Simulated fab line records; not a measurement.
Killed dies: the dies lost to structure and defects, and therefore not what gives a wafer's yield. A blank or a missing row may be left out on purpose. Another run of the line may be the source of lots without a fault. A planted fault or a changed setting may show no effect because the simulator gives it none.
Chamber matching || flow n5 finfet || N5_FIN_SAQP_ETCH_69 on rie diel-06 has 4 sister chambers
The step etches SOC in N2/H2, stops on SiNx, target depth 150 nm. 16 wafers are shown with their chamber, then 8 later ones without.

EACH WAFER AND ITS CHAMBER
{"wafer": "L074.2", "chamber": 1, "showerhead plenum p Torr (Torr)": 2.47, "throttle valve pct (%)": 18.0, "oes product au (a.u.)": 0.81}
{"wafer": "L074.3", "chamber": 3, "showerhead plenum p Torr (Torr)": 2.65, "throttle valve pct (%)": 18.0, "oes product au (a.u.)": 0.75}
{"wafer": "L074.4", "chamber": 1, "showerhead plenum p Torr (Torr)": 2.47, "throttle valve pct (%)": 18.0, "oes product au (a.u.)": 0.80}
{"wafer": "L075.1", "chamber": 1, "showerhead plenum p Torr (Torr)": 2.47, "throttle valve pct (%)": 18.0, "oes product au (a.u.)": 0.81}
{"wafer": "L075.2", "chamber": 3, "showerhead plenum p Torr (Torr)": 2.65, "throttle valve pct (%)": 18.0, "oes product au (a.u.)": 0.75}
{"wafer": "L075.3", "chamber": 0, "showerhead plenum p Torr (Torr)": 2.55, "throttle valve pct (%)": 17.5, "oes product au (a.u.)": 0.76}
{"wafer": "L082.2", "chamber": 2, "showerhead plenum p Torr (Torr)": 2.48, "throttle valve pct (%)": 17.9, "oes product au (a.u.)": 0.85}
{"wafer": "L082.4", "chamber": 1, "showerhead plenum p Torr (Torr)": 2.47, "throttle valve pct (%)": 18.1, "oes product au (a.u.)": 0.79}
{"wafer": "L082.5", "chamber": 2, "showerhead plenum p Torr (Torr)": 2.48, "throttle valve pct (%)": 17.9, "oes product au (a.u.)": 0.85}
{"wafer": "L085.2", "chamber": 3, "showerhead plenum p Torr (Torr)": 2.64, "throttle valve pct (%)": 18.1, "oes product au (a.u.)": 0.73}
{"wafer": "L085.4", "chamber": 2, "showerhead plenum p Torr (Torr)": 2.48, "throttle valve pct (%)": 18.0, "oes product au (a.u.)": 0.84}
{"wafer": "L085.5", "chamber": 2, "showerhead plenum p Torr (Torr)": 2.48, "throttle valve pct (%)": 18.0, "oes product au (a.u.)": 0.84}
{"wafer": "L089.2", "chamber": 3, "showerhead plenum p Torr (Torr)": 2.64, "throttle valve pct (%)": 18.1, "oes product au (a.u.)": 0.72}
{"wafer": "L089.3", "chamber": 2, "showerhead plenum p Torr (Torr)": 2.47, "throttle valve pct (%)": 18.0, "oes product au (a.u.)": 0.82}
{"wafer": "L089.6", "chamber": 2, "showerhead plenum p Torr (Torr)": 2.47, "throttle valve pct (%)": 18.0, "oes product au (a.u.)": 0.83}
{"wafer": "L090.2", "chamber": 3, "showerhead plenum p Torr (Torr)": 2.63, "throttle valve pct (%)": 18.1, "oes product au (a.u.)": 0.72}

SIGNATURES (averages over the wafers above)
{"reading": "showerhead plenum p Torr", "chamber 0": 2.5500, "chamber 1": 2.4700, "chamber 2": 2.4767, "chamber 3": 2.6420, "scatter within a chamber": 0.00587}
{"reading": "throttle valve pct", "chamber 0": 17.500, "chamber 1": 18.025, "chamber 2": 17.967, "chamber 3": 18.060, "scatter within a chamber": 0.0523}
{"reading": "oes product au", "chamber 0": 0.7600, "chamber 1": 0.8025, "chamber 2": 0.8383, "chamber 3": 0.7340, "scatter within a chamber": 0.0125}
Rule: a wafer's distance from a chamber is the root of the sum, over the readings, of the square of ((its reading less the chamber's mean) divided by the reading's scatter). If the next closest chamber is less than 2 further off than the closest, the wafer can't be placed; otherwise it belongs to the closest. The scatter is the square root of a quotient: the sum, over the shown wafers, of each reading's squared deviation from its chamber's mean, divided by wafers minus chambers.

WAFERS WHOSE CHAMBER IS MISSING
{"wafer": "L090.3", "showerhead plenum p Torr (Torr)": 2.47, "throttle valve pct (%)": 18.0, "oes product au (a.u.)": 0.82}
{"wafer": "L090.5", "showerhead plenum p Torr (Torr)": 2.46, "throttle valve pct (%)": 18.1, "oes product au (a.u.)": 0.77}
{"wafer": "L095.2", "showerhead plenum p Torr (Torr)": 2.47, "throttle valve pct (%)": 18.0, "oes product au (a.u.)": 0.81}
{"wafer": "L095.4", "showerhead plenum p Torr (Torr)": 2.46, "throttle valve pct (%)": 18.1, "oes product au (a.u.)": 0.76}
{"wafer": "L095.6", "showerhead plenum p Torr (Torr)": 2.63, "throttle valve pct (%)": 18.1, "oes product au (a.u.)": 0.71}
{"wafer": "L096.1", "showerhead plenum p Torr (Torr)": 2.47, "throttle valve pct (%)": 18.0, "oes product au (a.u.)": 0.81}
{"wafer": "L096.2", "showerhead plenum p Torr (Torr)": 2.46, "throttle valve pct (%)": 18.1, "oes product au (a.u.)": 0.75}
{"wafer": "L096.4", "showerhead plenum p Torr (Torr)": 2.63, "throttle valve pct (%)": 18.1, "oes product au (a.u.)": 0.71}

THE CHAMBER EACH PASSED THROUGH
{"wafer": "L090.3", "from the rows above": "can't be placed: 1 or 2", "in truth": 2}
{"wafer": "L090.5", "from the rows above": 1, "in truth": 1}
{"wafer": "L095.2", "from the rows above": "can't be placed: 1 or 2", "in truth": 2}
{"wafer": "L095.4", "from the rows above": 1, "in truth": 1}
{"wafer": "L095.6", "from the rows above": 3, "in truth": 3}
{"wafer": "L096.1", "from the rows above": "can't be placed: 1 or 2", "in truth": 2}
{"wafer": "L096.2", "from the rows above": 1, "in truth": 1}
{"wafer": "L096.4", "from the rows above": 3, "in truth": 3}
Correct placement for 5 of the 8. Unplaceable from these rows: 3, with the true chamber sitting among the candidates in 3. 0 placed wrongly.
